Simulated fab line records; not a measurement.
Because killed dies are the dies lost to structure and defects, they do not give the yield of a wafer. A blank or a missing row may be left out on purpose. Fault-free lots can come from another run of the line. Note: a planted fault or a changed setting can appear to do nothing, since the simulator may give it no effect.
Chamber matching -- flow n5-finfet -- N5_MOL_CONTACT_COAG_ETCH_65 on rie-diel-04 has 4 sister chambers
The step etches underlayer in N2/H2, target depth 13 nm, time 10.4 s. 14 wafers are shown with their chamber, then 7 later ones without.

WAFERS, EACH WITH ITS CHAMBER
wafer,chamber,showerhead-plenum-p-Torr (Torr),drypump-motor-current-A (A),throttle-valve-pct (%)
L075.3,2,2.59,5.6,17.87
L075.5,1,2.44,6.2,18.06
L075.6,0,2.57,5.8,17.59
L077.1,1,2.44,6.2,18.07
L077.4,3,2.43,5.5,17.72
L077.5,2,2.59,5.7,17.86
L078.1,1,2.44,6.1,18.05
L078.3,3,2.43,5.5,17.70
L078.6,1,2.44,6.2,18.05
L086.2,1,2.43,6.2,18.08
L086.4,3,2.43,5.5,17.76
L086.6,2,2.58,5.6,17.90
L092.1,0,2.56,5.8,17.62
L092.3,3,2.42,5.5,17.78

SIGNATURES (means of the wafers above)
reading,chamber 0,chamber 1,chamber 2,chamber 3,scatter within a chamber
showerhead-plenum-p-Torr,2.5650,2.4380,2.5867,2.4275,0.00521
drypump-motor-current-A,5.800,6.180,5.633,5.500,0.0383
throttle-valve-pct,17.6050,18.0620,17.8767,17.7400,0.0245
Rule: a wafer's distance from a chamber is the root of the sum, over the readings, of the square of ((its reading less the chamber's mean) divided by the reading's scatter). The wafer belongs to the nearest chamber; if the next one is less than 2 further off, it can't be placed. The scatter is the square root of a quotient: the sum, over the shown wafers, of each reading's squared deviation from its chamber's mean, divided by wafers minus chambers.

WAFERS WITH NO CHAMBER GIVEN
wafer,showerhead-plenum-p-Torr (Torr),drypump-motor-current-A (A),throttle-valve-pct (%)
L092.5,2.56,5.8,17.63
L094.4,2.56,5.8,17.62
L094.5,2.43,6.2,18.12
L094.6,2.56,5.8,17.62
L097.1,2.42,6.1,18.12
L097.4,2.42,5.5,17.79
L097.6,2.42,6.1,18.13

THE CHAMBER EACH PASSED THROUGH
wafer,from the rows above,in truth
L092.5,0,0
L094.4,0,0
L094.5,1,1
L094.6,0,0
L097.1,1,1
L097.4,3,3
L097.6,1,1
7 of 7 placed correctly. Can't be placed from these rows: 0. Placed wrongly: 0.
